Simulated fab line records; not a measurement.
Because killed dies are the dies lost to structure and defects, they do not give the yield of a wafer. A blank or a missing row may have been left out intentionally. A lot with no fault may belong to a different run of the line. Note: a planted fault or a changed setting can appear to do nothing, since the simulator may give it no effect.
Matching of chambers ; flow n5-finfet ; rie-diel-04 running N5_BEOL_M4_ETCH_63: 4 sister chambers
The step etches SiARC in CF4, target depth 15.6 nm, time 26 s. 22 wafers are shown with their chamber, then 11 later ones without.

## WAFERS PAIRED WITH THEIR CHAMBERS
wafer;chamber;drypump-motor-current-A (A);showerhead-plenum-p-Torr (Torr);throttle-valve-pct (%)
L075.1;2;5.8;2.16;15.64
L075.2;1;5.9;2.21;15.39
L075.5;1;5.9;2.21;15.40
L077.1;2;5.8;2.16;15.62
L077.5;0;4.8;2.17;15.36
L077.6;3;5.8;2.06;15.83
L078.1;3;5.7;2.06;15.85
L078.3;1;5.9;2.21;15.39
L078.6;0;4.8;2.17;15.38
L081.2;3;5.8;2.06;15.83
L081.4;1;5.9;2.21;15.41
L081.5;0;4.7;2.16;15.39
L087.1;2;5.8;2.15;15.68
L087.2;0;4.8;2.16;15.41
L087.3;3;5.8;2.05;15.87
L089.1;1;5.9;2.20;15.44
L089.2;2;5.8;2.15;15.70
L089.3;3;5.8;2.05;15.89
L088.1;1;5.9;2.20;15.46
L088.4;2;5.8;2.15;15.69
L088.6;1;5.9;2.20;15.46
L091.2;1;5.9;2.19;15.47

SIGNATURES (averages over the wafers above)
reading;chamber 0;chamber 1;chamber 2;chamber 3;scatter within a chamber
drypump-motor-current-A;4.775;5.900;5.800;5.780;0.0293
showerhead-plenum-p-Torr;2.1650;2.2037;2.1540;2.0560;0.00636
throttle-valve-pct;15.3850;15.4275;15.6660;15.8540;0.0305
Rule: a wafer's distance from a chamber is the root of the sum, over the readings, of the square of ((its reading less the chamber's mean) divided by the reading's scatter). If the next closest chamber is less than 2 further off than the closest, the wafer can't be placed; otherwise it belongs to the closest. The scatter is the square root of a quotient: the sum, over the shown wafers, of each reading's squared deviation from its chamber's mean, divided by wafers minus chambers.

## WAFERS WITHOUT THEIR CHAMBER
wafer;drypump-motor-current-A (A);showerhead-plenum-p-Torr (Torr);throttle-valve-pct (%)
L091.4;4.8;2.15;15.46
L091.6;5.9;2.19;15.48
L093.1;5.9;2.19;15.48
L093.5;5.8;2.05;15.93
L093.6;5.8;2.15;15.71
L095.2;5.8;2.15;15.72
L095.3;4.7;2.15;15.46
L095.4;5.8;2.05;15.93
L097.1;4.8;2.15;15.45
L097.2;5.9;2.19;15.48
L097.3;5.8;2.15;15.73

## THE CHAMBER EACH PASSED THROUGH
wafer;from the rows above;in truth
L091.4;0;0
L091.6;1;1
L093.1;1;1
L093.5;3;3
L093.6;2;2
L095.2;2;2
L095.3;0;0
L095.4;3;3
L097.1;0;0
L097.2;1;1
L097.3;2;2
Correctly placed: 11 of 11. Number that these rows cannot place: 0. 0 placed wrongly.
